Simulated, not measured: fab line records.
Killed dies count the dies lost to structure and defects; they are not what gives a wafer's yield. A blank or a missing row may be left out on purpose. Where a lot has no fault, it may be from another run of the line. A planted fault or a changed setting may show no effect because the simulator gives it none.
Matching of chambers || flow n5-finfet || rie-diel-01 running N5_BEOL_M0_SAQP_HM_OPEN_112: 4 sister chambers
The step chemistry CHF3/O2, target SiO2, stops on a-Si, target depth 12 nm, time 13.5 s. 4 wafers are shown with their chamber, then 10 later ones without.

== WAFERS PAIRED WITH THEIR CHAMBERS ==
{"wafer": "L078.5", "chamber": 3, "showerhead-plenum-p-Torr (Torr)": 2.46}
{"wafer": "L083.1", "chamber": 0, "showerhead-plenum-p-Torr (Torr)": 2.55}
{"wafer": "L089.1", "chamber": 2, "showerhead-plenum-p-Torr (Torr)": 2.33}
{"wafer": "L089.4", "chamber": 1, "showerhead-plenum-p-Torr (Torr)": 2.42}

== WAFERS MISSING THEIR CHAMBER ==
{"wafer": "L089.6", "showerhead-plenum-p-Torr (Torr)": 2.42}
{"wafer": "L091.1", "showerhead-plenum-p-Torr (Torr)": 2.46}
{"wafer": "L091.2", "showerhead-plenum-p-Torr (Torr)": 2.42}
{"wafer": "L091.3", "showerhead-plenum-p-Torr (Torr)": 2.33}
{"wafer": "L093.1", "showerhead-plenum-p-Torr (Torr)": 2.33}
{"wafer": "L093.5", "showerhead-plenum-p-Torr (Torr)": 2.33}
{"wafer": "L093.6", "showerhead-plenum-p-Torr (Torr)": 2.45}
{"wafer": "L095.2", "showerhead-plenum-p-Torr (Torr)": 2.33}
{"wafer": "L095.4", "showerhead-plenum-p-Torr (Torr)": 2.41}
{"wafer": "L095.5", "showerhead-plenum-p-Torr (Torr)": 2.41}

== EACH ONE'S CHAMBER ==
{"wafer": "L089.6", "from the rows above": 1, "in truth": 1}
{"wafer": "L091.1", "from the rows above": 3, "in truth": 3}
{"wafer": "L091.2", "from the rows above": 1, "in truth": 1}
{"wafer": "L091.3", "from the rows above": 2, "in truth": 2}
{"wafer": "L093.1", "from the rows above": 2, "in truth": 2}
{"wafer": "L093.5", "from the rows above": 2, "in truth": 2}
{"wafer": "L093.6", "from the rows above": 3, "in truth": 3}
{"wafer": "L095.2", "from the rows above": 2, "in truth": 2}
{"wafer": "L095.4", "from the rows above": 1, "in truth": 1}
{"wafer": "L095.5", "from the rows above": 1, "in truth": 1}
Placed correctly: 10 of 10. From these rows, 0 cannot be placed. 0 placed wrongly.
How it was worked out, from the rows above alone: a wafer's distance from a chamber is the root of the sum, over the readings, of the square of ((its reading less the chamber's mean) divided by the reading's scatter). If the next closest chamber is less than 2 further off than the closest, the wafer can't be placed; otherwise it belongs to the closest. The mean given for a chamber averages the wafers shown for that chamber. The scatter: with one shown wafer a chamber, the root of the mean of the squares of how far each hidden wafer lies from its nearest shown one.
